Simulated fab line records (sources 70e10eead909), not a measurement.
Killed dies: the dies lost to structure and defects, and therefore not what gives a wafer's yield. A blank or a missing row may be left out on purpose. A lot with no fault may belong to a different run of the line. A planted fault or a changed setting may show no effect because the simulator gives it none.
What tool caused it? -- flow nandHarc -- 72 wafers from 24 lots sampled at 5 of the route's 1302 steps

WHAT EACH GAUGE READ, for each wafer
NHARC_A_M0_INSPECT_11. Usual: rawDefectCount 93, standard deviation 36.
lot,measured,on,rawDefectCount,flag
L074,day 21 20:26,defectInspect-02,95 101 81,
L075,day 22 03:17,defectInspect-02,76 81 73,
L076,day 22 18:48,defectInspect-01,104 100 82,
L078,day 22 20:01,defectInspect-02,124 125 126,
L077,day 24 00:04,defectInspect-02,109 114 121,
L080,day 24 04:45,defectInspect-02,108 127 100,
L079,day 24 05:07,defectInspect-01,114 101 89,
L081,day 25 06:13,defectInspect-02,135 134 131,
L082,day 25 12:05,defectInspect-01,101 95 84,
L083,day 25 22:20,defectInspect-01,80 82 95,
L084,day 26 03:22,defectInspect-01,121 116 105,
L085,day 26 06:40,defectInspect-02,94 94 79,
L086,day 26 23:04,defectInspect-01,47 49 41,
L087,day 27 01:14,defectInspect-01,121 139 102,
L088,day 27 06:43,defectInspect-01,28 29 35,
L089,day 27 09:02,defectInspect-01,164 154 169,
L090,day 27 15:58,defectInspect-02,26 29 33,
L092,day 28 23:41,defectInspect-01,89 91 65,
L091,day 29 02:05,defectInspect-01,108 93 110,
L094,day 30 04:38,defectInspect-01,159 180 163,
L093,day 30 06:13,defectInspect-01,29 45 40,
L096,day 30 18:32,defectInspect-02,50 49 49,
L095,day 30 22:49,defectInspect-01,63 71 64,
L097,day 31 04:46,defectInspect-01,111 124 88,

NHARC_A_BONDPAD_CD_MEAS_09: the cd target is 500 nm. Usual: cdNm 500.1 nm, standard deviation 2.
lot,measured,on,cdNm (nm),flag
L074,day 22 05:16,cdSem-02,498.6 500.1 499.9,
L075,day 22 11:58,cdSem-01,499.0 502.5 502.4,
L076,day 23 03:19,cdSem-01,503.4 503.0 504.5,
L078,day 23 04:38,cdSem-02,499.7 497.7 498.6,
L077,day 24 09:34,cdSem-01,499.3 497.2 498.9,
L080,day 24 13:12,cdSem-02,500.9 500.3 498.8,
L079,day 24 13:44,cdSem-02,502.0 498.4 502.2,
L081,day 25 14:55,cdSem-02,499.1 500.7 501.2,
L082,day 25 20:34,cdSem-02,501.3 502.4 503.5,
L083,day 26 06:50,cdSem-01,499.5 496.1 497.0,
L084,day 26 11:51,cdSem-01,500.0 500.4 500.2,
L085,day 26 15:10,cdSem-03,500.8 499.9 500.7,
L086,day 27 07:29,cdSem-01,496.0 499.4 495.5,
L087,day 27 09:44,cdSem-01,504.2 501.8 503.9,
L088,day 27 15:22,cdSem-02,502.4 500.5 499.7,
L089,day 27 17:47,cdSem-01,496.0 498.0 495.2,
L090,day 28 00:20,cdSem-02,502.2 500.8 501.1,
L092,day 29 08:11,cdSem-03,501.0 499.9 500.4,
L091,day 29 10:48,cdSem-03,498.2 498.9 500.1,
L094,day 30 13:17,cdSem-02,498.3 497.4 500.2,
L093,day 30 14:41,cdSem-01,501.2 500.8 502.3,
L096,day 31 05:33,cdSem-01,500.9 500.5 503.5,
L095,day 31 07:41,cdSem-02,498.8 501.7 500.7,
L097,day 31 13:29,cdSem-01,498.1 500.4 498.5,

EACH LOT AND THE TOOL THAT RAN IT (in order: tool; ch and the chambers of the sampled wafers; start)
lot,NHARC_A_M0_ANNEAL_30,NHARC_A_M0_PRE_CLEAN_31,NHARC_A_M1_DEP_33
L074,"rtpAnneal-02 ch 0, day 21 22:13","pecvd-02 ch 1,2, day 21 23:05","pecvd-02 ch 0,2, day 22 03:30"
L075,"rtpAnneal-02 ch 0, day 22 05:07","pecvd-01 ch 0,2, day 22 05:55","pecvd-01 ch 0,2, day 22 10:23"
L076,"rtpAnneal-01 ch 0, day 22 20:35","pecvd-01 ch 0,1, day 22 21:26","pecvd-01 ch 1,2, day 23 01:43"
L078,"rtpAnneal-02 ch 0, day 22 21:44","pecvd-04 ch 0,1,2, day 22 22:39","pecvd-04 ch 0,1, day 23 02:54"
L077,"rtpAnneal-02 ch 0, day 24 02:50","pecvd-04 ch 0,1,2, day 24 03:37","pecvd-01 ch 0,1, day 24 07:51"
L080,"rtpAnneal-01 ch 0, day 24 06:28","pecvd-04 ch 0,1,2, day 24 07:22","pecvd-01 ch 0,1,2, day 24 11:26"
L079,"rtpAnneal-01 ch 0, day 24 06:52","pecvd-02 ch 0,1, day 24 07:43","pecvd-02 ch 0,1,2, day 24 11:57"
L081,"rtpAnneal-01 ch 0, day 25 07:56","pecvd-02 ch 0,1, day 25 08:50","pecvd-02 ch 0,1,2, day 25 13:08"
L082,"rtpAnneal-01 ch 0, day 25 13:52","pecvd-02 ch 0,2, day 25 14:42","pecvd-02 ch 1,2, day 25 18:55"
L083,"rtpAnneal-01 ch 0, day 26 00:04","pecvd-04 ch 0,1, day 26 00:56","pecvd-04 ch 0,1, day 26 05:05"
L084,"rtpAnneal-01 ch 0, day 26 05:05","pecvd-04 ch 0,1, day 26 05:59","pecvd-01 ch 0,1,2, day 26 10:05"
L085,"rtpAnneal-01 ch 0, day 26 08:25","pecvd-02 ch 0,1, day 26 09:17","pecvd-01 ch 0,1,2, day 26 13:29"
L086,"rtpAnneal-02 ch 0, day 27 00:53","pecvd-04 ch 0,2, day 27 01:43","pecvd-01 ch 1,2, day 27 05:53"
L087,"rtpAnneal-02 ch 0, day 27 02:56","pecvd-02 ch 0,1,2, day 27 03:50","pecvd-04 ch 0,1,2, day 27 07:57"
L088,"rtpAnneal-01 ch 0, day 27 08:29","pecvd-01 ch 0,1,2, day 27 09:20","pecvd-02 ch 1,2, day 27 13:35"
L089,"rtpAnneal-01 ch 0, day 27 10:53","pecvd-01 ch 0,2, day 27 11:42","pecvd-02 ch 0,1,2, day 27 16:00"
L090,"rtpAnneal-01 ch 0, day 27 17:47","pecvd-02 ch 0,1, day 27 18:34","pecvd-01 ch 0,1,2, day 27 22:46"
L092,"rtpAnneal-01 ch 0, day 29 01:31","pecvd-04 ch 0,2, day 29 02:17","pecvd-02 ch 0,1, day 29 06:32"
L091,"rtpAnneal-01 ch 0, day 29 03:49","pecvd-02 ch 0,1,2, day 29 04:55","pecvd-01 ch 1,2, day 29 09:04"
L094,"rtpAnneal-02 ch 0, day 30 06:31","pecvd-04 ch 0,1,2, day 30 07:17","pecvd-01 ch 0,1,2, day 30 11:37"
L093,"rtpAnneal-02 ch 0, day 30 07:58","pecvd-02 ch 1,2, day 30 08:47","pecvd-01 ch 0,1, day 30 12:53"
L096,"rtpAnneal-01 ch 0, day 30 20:18","pecvd-01 ch 0,1, day 30 21:16","pecvd-02 ch 0,1,2, day 31 03:56"
L095,"rtpAnneal-01 ch 0, day 31 00:34","pecvd-04 ch 0,1, day 31 01:25","pecvd-01 ch 0,1,2, day 31 05:54"
L097,"rtpAnneal-01 ch 0, day 31 06:32","pecvd-02 ch 0,1,2, day 31 07:25","pecvd-04 ch 0,1,2, day 31 11:42"
- NHARC_A_M0_ANNEAL_30: time 90 s.
- NHARC_A_M0_PRE_CLEAN_31: time 12 s.
- NHARC_A_M1_DEP_33: deposits SiCN, target thk 30 nm.

WHAT THE TOOLS THEMSELVES READ (means of the sampled wafers that have a number; where no wafer has one, the mark that the record gives instead)
NHARC_A_M0_ANNEAL_30. Usual: wafer_temp_C_max 226.2, standard deviation 0.31.
lot,tool,wafer_temp_C_max,flag
L074,rtpAnneal-02,226.0,
L075,rtpAnneal-02,226.0,
L076,rtpAnneal-01,226.5,
L078,rtpAnneal-02,225.6,
L077,rtpAnneal-02,226.1,
L080,rtpAnneal-01,226.5,
L079,rtpAnneal-01,226.3,
L081,rtpAnneal-01,226.4,
L082,rtpAnneal-01,226.4,
L083,rtpAnneal-01,226.3,
L084,rtpAnneal-01,226.3,
L085,rtpAnneal-01,226.5,
L086,rtpAnneal-02,226.1,
L087,rtpAnneal-02,226.1,
L088,rtpAnneal-01,226.1,
L089,rtpAnneal-01,226.3,
L090,rtpAnneal-01,226.0,
L092,rtpAnneal-01,226.1,
L091,rtpAnneal-01,226.3,
L094,rtpAnneal-02,226.0,
L093,rtpAnneal-02,226.0,
L096,rtpAnneal-01,226.4,
L095,rtpAnneal-01,226.4,
L097,rtpAnneal-01,226.2,

NHARC_A_M0_PRE_CLEAN_31. Usual: heaterPowerOuterW 363 W, standard deviation 51; heaterPowerW 636 W, standard deviation 73; susceptorTempC 369.99 C, standard deviation 0.21.
lot,tool,heaterPowerOuterW (W),heaterPowerW (W),susceptorTempC (C),flag
L074,pecvd-02,334,605,370.06,
L075,pecvd-01,406,656,370.06,
L076,pecvd-01,322,584,369.92,
L078,pecvd-04,345,601,370.17,
L077,pecvd-04,352,605,369.84,
L080,pecvd-04,309,557,369.91,
L079,pecvd-02,386,669,370.28,
L081,pecvd-02,421,705,369.89,
L082,pecvd-02,418,730,369.68,
L083,pecvd-04,289,524,370.10,
L084,pecvd-04,330,570,370.04,
L085,pecvd-02,414,715,370.07,
L086,pecvd-04,390,684,369.93,
L087,pecvd-02,389,684,370.06,
L088,pecvd-01,367,631,370.08,
L089,pecvd-01,386,641,370.20,
L090,pecvd-02,347,618,370.05,
L092,pecvd-04,375,653,370.11,
L091,pecvd-02,374,669,370.11,
L094,pecvd-04,361,625,370.04,
L093,pecvd-02,364,664,369.87,
L096,pecvd-01,344,632,369.96,
L095,pecvd-04,375,658,370.08,
L097,pecvd-02,409,689,370.11,

NHARC_A_M1_DEP_33. Usual: heaterPowerOuterW 334 W, standard deviation 41; heaterPowerW 593 W, standard deviation 58; showerheadVppV 1307 V, standard deviation 52; susceptorTempC 369.97 C, standard deviation 0.2.
lot,tool,heaterPowerOuterW (W),heaterPowerW (W),showerheadVppV (V),susceptorTempC (C),flag
L074,pecvd-02,336,632,1278,370.25,
L075,pecvd-01,360,612,1342,370.05,
L076,pecvd-01,314,554,1351,369.99,
L078,pecvd-04,338,606,1202,370.06,
L077,pecvd-01,320,575,1331,369.88,
L080,pecvd-01,325,566,1345,369.74,
L079,pecvd-02,317,602,1287,369.95,
L081,pecvd-02,324,603,1276,369.90,
L082,pecvd-02,353,636,1275,370.22,
L083,pecvd-04,245,469,1264,370.16,
L084,pecvd-01,332,587,1343,369.91,
L085,pecvd-01,338,588,1354,369.84,
L086,pecvd-01,326,581,1342,370.07,
L087,pecvd-04,284,529,1236,369.84,
L088,pecvd-02,364,640,1270,369.95,
L089,pecvd-02,362,643,1285,370.14,
L090,pecvd-01,313,552,1338,370.01,
L092,pecvd-02,372,649,1277,370.10,
L091,pecvd-01,367,599,1350,370.01,
L094,pecvd-01,342,588,1342,369.99,
L093,pecvd-01,326,594,1342,369.95,
L096,pecvd-02,355,633,1289,369.86,
L095,pecvd-01,358,626,1342,370.11,
L097,pecvd-04,330,588,1240,369.88,

THE ANSWER, worked out from the rows above alone
Rule: lot off if the mean of its wafers having a number is beyond 3 standard deviations from the usual mean. A lot without any number at a reading at which 4 lots or more have one is off too. The other lots that the step has rows for count as sound. After the gauges, taken in route order, come the tools' own readings; for these a lot's mean is taken, as printed above. The first step at which some lot is off is used, and at that step the reading that is off furthest; a lot without a number counts as furthest.
Nothing can be told from this: no lot is off at any reading shown.

WHAT WAS PUT IN BY THE SIMULATOR
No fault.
